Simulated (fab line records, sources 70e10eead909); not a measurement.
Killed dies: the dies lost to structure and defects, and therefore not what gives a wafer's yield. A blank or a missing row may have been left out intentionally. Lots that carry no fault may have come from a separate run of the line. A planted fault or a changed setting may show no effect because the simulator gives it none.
The same fault as seen by 2 desks    flow nand-harc    numbers are kept per desk, each desk with only its own; the story behind them comes last

AT THE TOOL OWNER'S DESK: rie-metal-02
The tool's own readings at NHARC_THIN_TSV_ETCH_36 (etches the open film in Cl2/BCl3, target depth 65 nm, time 18.571 s): means of the sampled wafers that have a number, for each lot that ran on this tool. Marked OUT: a lot whose mean sits more than 4 standard deviations from the usual mean, which makes it out of limits; the brackets give that distance.
Columns: A = chamber-pressure-mTorr at NHARC_THIN_TSV_ETCH_36, usual 10.000 mTorr; B = drypump-motor-current-A at NHARC_THIN_TSV_ETCH_36, usual 5.78 A; C = oes-product-au at NHARC_THIN_TSV_ETCH_36, usual 1.000 a.u.
lot   first seen here  A       B     C
L754  day 25 04:21     10.000  5.78  1.006
L762  day 28 20:46     9.998   5.76  0.871 (-12) OUT
L760  day 29 04:47     9.996   5.78  0.871 (-12) OUT
L771  day 32 10:22     10.003  5.80  1.022
This desk's finding: out of limits on L760, L762; first on L762, day 28 20:46 (oes-product-au at NHARC_THIN_TSV_ETCH_36). L754, L771: within limits.

AT THE METROLOGY DESK
What the gauges read for every lot (on any tool): the sampled wafers with a number, averaged. Marked OUT: a lot whose mean sits more than 4 standard deviations from the usual mean, which makes it out of limits; the brackets give that distance.
Columns: A = thk-nm at NHARC_A_BONDPAD_THK_MEAS_20, usual 169.7 nm; B = cd-nm at NHARC_THIN_TSV_CD_MEAS_33, usual 5000.2 nm
lot   first seen here  A      B
L751  day 22 13:35     169.9  5000.0
L753  day 24 01:16     167.6  4998.7
L752  day 24 03:25     168.9  4999.2
L754  day 24 08:23     170.6  4999.3
L758  day 26 20:08     171.1  4998.9
L762  day 27 23:14     169.9  5000.2
L760  day 28 09:25     168.7  5000.0
L765  day 29 00:21     168.6  5001.2
L766  day 29 07:46     169.4  4998.5
L770  day 31 08:27     169.1  4999.6
L771  day 31 10:22     170.3  4999.7
L773  day 31 17:20     170.4  4999.8
L772  day 31 21:00     170.3  5001.3
L774  day 33 14:11     168.3  4998.0
Result from this desk: across the 14 lots, nothing is out of limits.

ALL TOGETHER
The tool owner's desk could have raised an alarm at day 28 20:46, on L760, L762.
Nothing out of limits was seen by the metrology desk.
The metrology desk holds a record of L760, L762, inside its limits.
Of the lots named, all ran NHARC_THIN_TSV_ETCH_36 on rie-metal-02.

WHAT WAS PUT IN BY THE SIMULATOR
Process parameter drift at NHARC_THIN_TSV_ETCH_36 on rie-metal-02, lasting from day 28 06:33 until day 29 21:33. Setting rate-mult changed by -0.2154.
Lots struck among those shown: L760, L762.
Delay in hours, fault start to first out-of-limits reading, by desk: the tool owner's desk at 14.
